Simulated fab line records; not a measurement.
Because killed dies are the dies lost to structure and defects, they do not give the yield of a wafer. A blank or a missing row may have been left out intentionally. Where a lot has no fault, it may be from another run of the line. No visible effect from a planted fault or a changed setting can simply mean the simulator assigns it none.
Struck lot and sound lot, side by side + flow n5_finfet + 15 out of 1938 route steps
Sound: wafers L390.1, L390.5, L390.6. Struck: wafer L391.5; the same lot's L391.4 was not struck, so it is left out; see the end for the cause.
For every step that has rows: the tool of each side, followed by ch and its chambers, followed by its first start. Under that, the readings that differ: sound wafers + struck wafers + difference of the means + sigmas: that difference in standard deviations of wafers without a fault.
alike: readings whose means differ by less than 2 such deviations, and words and numbers that are the same on both sides. not compared: withheld readings, readings that some wafer has no value for, bounds like >300 that may hide the same value, and numbers for which the record gives no deviation and whose values overlap.
The two part at a step that has a row with sigmas, a row that says differs or no value, or rows on one side only. Numbers that have no deviation but don't overlap get no sigmas and don't part them. A reading missing from all wafers of one side parts the sides only when that side holds two or more wafers.

N5_BEOL_M8_STRIP_80: strips in N2/H2, time 10 s.
  sound: rie_diel-04 ch 0,1,2; struck: rie_diel-05 ch 3
| reading                | sound             | struck | difference | sigmas |
|------------------------|-------------------|--------|------------|--------|
| throttle_valve_pct (%) | 23.43 23.73 23.15 | 24.21  | +0.77      | +3     |
  alike: drypump_motor_current_A, h2_flow_sccm, oes_product_au, rf_vpp_V, showerhead_plenum_p_Torr
  not compared: rf_hours_counter_h
N5_BEOL_M8_OCD_MEAS_38:
  struck on ocd-01, day 11 06:29; sound on ocd-01, day 10 08:17
| reading              | sound          | struck | difference | sigmas |
|----------------------|----------------|--------|------------|--------|
| trench_depth_nm (nm) | 95.7 93.7 93.9 | 91.4   | -3.0       | -3     |
then, 4 steps without rows for these wafers: N5_BEOL_M8_HM_STRIP_39 (strips TiN in peroxide tin strip, target depth 25 nm, time 158 s); N5_BEOL_M8_SRD_40 (time 30 s); N5_BEOL_M8_PRECLEAN_42 (cleans in residue remover, time 60 s); N5_BEOL_M8_SRD_43 (time 30 s).
N5_BEOL_M8_CD_MEAS_35: target cd 40 nm.
  struck on cd_sem-01, day 11 06:38; sound on cd_sem-01, day 10 08:28
  alike: cd_nm
N5_BEOL_M8_CURE_75: cures SiCOH lowk, time 120 s.
  sound on uv_cure-03 ch 2, day 10 08:31; struck on uv_cure-02 ch 1, day 11 06:49
| reading          | sound             | struck | difference | sigmas |
|------------------|-------------------|--------|------------|--------|
| wafer_temp_C_max | 372.2 372.7 372.7 | 371.0  | -1.5       | -3     |
  alike: lamp_power_pct
then, 1 step without rows for these wafers: N5_BEOL_M8_DEGAS_44 (time 60 s).
N5_BEOL_M8_PRE_CLEAN_45: time 30 s.
  struck on pvd_sputter-02, day 11 07:07; sound on pvd_sputter-01, day 10 09:23
  alike: heater_power_w
then, 1 step without rows for these wafers: N5_BEOL_M8_ALD_77 (deposits TaN, target thk 2 nm, pulse time 2 s, purge time 3 s).
N5_BEOL_M8_SURFACE_TREAT_79:
  struck on pvd_sputter-02, day 11 07:38; sound on pvd_sputter-01, day 10 09:49
  alike: ar_flow_sccm
  not compared: throttle_valve_pct
N5_BEOL_M8_CVD_78: deposits Co from CCTBA/H2, target thk 2 nm, time 142.3 s.
  sound on cvd_co-02 ch 0,1,2, day 10 09:52; struck on cvd_co-01 ch 2, day 11 07:51
| reading          | sound             | struck | difference | sigmas |
|------------------|-------------------|--------|------------|--------|
| run_length_s (s) | 164.6 165.4 164.2 | 166.6  | +1.9       | +4     |
N5_BEOL_M8_SPUTTER_48: material Cu, target thk 10 nm, time 1.667 s.
  struck on pvd_sputter-03, day 11 07:55; sound on pvd_sputter-01, day 10 10:04
  alike: bias_v, throttle_valve_pct
N5_PASSIVATION_PROBE_49:
  the record holds rows for the sound wafers here (prober-01, day 13 10:06) but none for the struck ones

WHERE THEY PART
First at N5_BEOL_M8_STRIP_80; last, within this record, at N5_PASSIVATION_PROBE_49.

WHY: whatever the simulator had introduced
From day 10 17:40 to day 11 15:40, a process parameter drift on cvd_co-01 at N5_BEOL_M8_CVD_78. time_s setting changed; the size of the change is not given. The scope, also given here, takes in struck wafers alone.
